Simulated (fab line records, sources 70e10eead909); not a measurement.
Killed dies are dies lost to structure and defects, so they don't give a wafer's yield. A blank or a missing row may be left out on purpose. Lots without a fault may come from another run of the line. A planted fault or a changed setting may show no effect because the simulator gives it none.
Chamber matching | flow nand_harc | NHARC_A_STAIRCASE_TRIM_220 on rie_diel-10: 4 sister chambers
The step chemistry O2, time 211.2 s. 8 wafers are shown with their chamber, then 7 later ones without.

WAFERS WITH THEIR CHAMBER
wafer  | chamber | drypump_motor_current_A (A) | showerhead_plenum_p_Torr (Torr)
L075.6 | 1       | 6.5                         | 3.61
L076.4 | 0       | 5.0                         | 3.57
L077.5 | 1       | 6.5                         | 3.61
L077.6 | 0       | 5.0                         | 3.57
L082.1 | 3       | 5.8                         | 3.41
L082.4 | 2       | 5.8                         | 3.71
L085.2 | 3       | 5.9                         | 3.41
L085.4 | 2       | 5.8                         | 3.70

WAFERS WITHOUT THEIR CHAMBER
wafer  | drypump_motor_current_A (A) | showerhead_plenum_p_Torr (Torr)
L085.5 | 5.9                         | 3.41
L089.3 | 5.8                         | 3.70
L089.5 | 5.1                         | 3.55
L089.6 | 5.9                         | 3.40
L091.1 | 5.8                         | 3.69
L091.2 | 6.4                         | 3.58
L091.5 | 5.8                         | 3.69

WHICH CHAMBER EACH WENT THROUGH
wafer  | from the rows above | in truth
L085.5 | 3                   | 3
L089.3 | 2                   | 2
L089.5 | 0                   | 0
L089.6 | 3                   | 3
L091.1 | 2                   | 2
L091.2 | 1                   | 1
L091.5 | 2                   | 2
Placed correctly: 7 of 7. Can't be placed from these rows: 0. Placed wrongly: 0.
How it was worked out, from the rows above alone: a wafer's distance from a chamber is the root of the sum, over the readings, of the square of ((its reading less the chamber's mean) divided by the reading's scatter). The wafer belongs to the nearest chamber; if the next one is less than 2 further off, it can't be placed. A chamber's mean is the mean of its shown wafers. The scatter: the root of (the sum of the squares of (reading less its chamber's mean) over the shown wafers, divided by (wafers less chambers)).
